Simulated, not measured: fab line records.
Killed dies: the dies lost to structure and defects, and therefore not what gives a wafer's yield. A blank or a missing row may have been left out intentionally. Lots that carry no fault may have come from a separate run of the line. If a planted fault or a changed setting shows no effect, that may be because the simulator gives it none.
Which of the tools did it?	flow n5 finfet	Sampling: 9 lots, 27 wafers, 5 of 1938 route steps

## WHAT THE GAUGES READ, wafer by wafer
N5_BEOL_M4_RC_MEAS_101.
lot	measured	on	DIBL_N (mV/V)
L216	day 7 22:36	prober-02	37.7 35.5 36.2
L217	day 7 23:52	prober-01	36.0 35.7 36.9
L218	day 8 05:44	prober-01	37.3 38.7 36.8
L219	day 8 06:26	prober-02	35.5 35.4 37.9
L225	day 10 06:21	prober-02	39.1 37.1 38.8
L226	day 10 10:08	prober-02	36.3 36.3 36.1
L230	day 11 03:54	prober-02	36.6 35.8 34.6
L236	day 12 20:18	prober-02	34.0 34.5 34.4
L239	day 14 02:44	prober-01	35.8 35.0 35.1

## TOOL THAT RAN EACH LOT (tool first, then ch and the chambers of the sampled wafers, then the start)
lot	N5_BEOL_M0_SAQP_SPACER1_ALD_98	N5_BEOL_M0_SAQP_ETCH_102	N5_BEOL_M0_SAQP_RECESS_104	N5_BEOL_M0_SAQP_ETCH_107
L216	ald sin-01 ch 1,2, day 5 18:46	rie si-01 ch 1,3, day 5 19:34	vapor etch-02 ch 0, day 5 19:41	rie diel-06 ch 0,1, day 5 20:12
L217	ald sin-02 ch 0,1,3, day 5 22:19	rie si-04 ch 0,2,3, day 5 23:07	vapor etch-01 ch 0,1, day 5 23:14	rie diel-04 ch 0,1,2, day 5 23:45
L218	ald sin-02 ch 1,2,3, day 6 03:11	rie si-04 ch 0,2, day 6 04:07	vapor etch-02 ch 0,1, day 6 04:13	rie diel-04 ch 0,1,2, day 6 04:54
L219	ald sin-02 ch 0,2,3, day 6 03:44	rie si-02 ch 0,2,3, day 6 04:33	vapor etch-01 ch 0,1, day 6 04:40	rie diel-06 ch 0,1,3, day 6 05:10
L225	ald sin-02 ch 1,2,3, day 7 18:11	rie si-04 ch 0,3, day 7 19:02	vapor etch-01 ch 0,1, day 7 19:17	rie diel-05 ch 0,1, day 7 19:50
L226	ald sin-02 ch 0,2,3, day 8 11:31	rie si-01 ch 0,3, day 8 12:20	vapor etch-02 ch 0,1, day 8 12:27	rie diel-04 ch 0,1,3, day 8 12:58
L230	ald sin-01 ch 1,2,3, day 9 01:20	rie si-04 ch 1,2,3, day 9 02:29	vapor etch-02 ch 0,1, day 9 02:36	rie diel-05 ch 0,1,3, day 9 03:10
L236	ald sin-02 ch 0,1,2, day 10 14:35	rie si-02 ch 0,1, day 10 15:34	vapor etch-01 ch 0,1, day 10 15:41	rie diel-04 ch 0,2,3, day 10 16:19
L239	ald sin-04 ch 0,2, day 11 07:29	rie si-02 ch 0,2,3, day 11 08:34	vapor etch-02 ch 1, day 11 08:41	rie diel-06 ch 2,3, day 11 09:11
- N5_BEOL_M0_SAQP_SPACER1_ALD_98: deposits SiO2, target thk 12.8 nm, pulse time 1 s, purge time 2 s.
- N5_BEOL_M0_SAQP_ETCH_102: etches SiO2 in CF4, target depth 4 nm, time 4.4 s.
- N5_BEOL_M0_SAQP_RECESS_104: chemistry HF/NH3, target SiO2, target depth 18 nm, afs cycles 3, sublimation time 60 s.
- N5_BEOL_M0_SAQP_ETCH_107: etches SiNx in CH3F/O2, target depth 30 nm.

## THE ANSWER, worked out from the rows above alone
Rule: the usual values come from the lots themselves. Put in order of their means at a reading, lots are off if they are a third of the lots or fewer, leave a main group of 4 or more, and stand apart from it by a gap of 3 or more times the standard deviation of the main group's means; of several such gaps the widest counts. The tables above print the reading to a certain number of digits; a main group whose means all agree to those digits is not used. Also off: a lot with no number at a reading for which 4 or more lots have one. All remaining lots with rows at the step are treated as sound.
No lot is off on any of the readings shown, so nothing can be concluded from this.

## WHAT THE SIMULATOR HAD PUT IN
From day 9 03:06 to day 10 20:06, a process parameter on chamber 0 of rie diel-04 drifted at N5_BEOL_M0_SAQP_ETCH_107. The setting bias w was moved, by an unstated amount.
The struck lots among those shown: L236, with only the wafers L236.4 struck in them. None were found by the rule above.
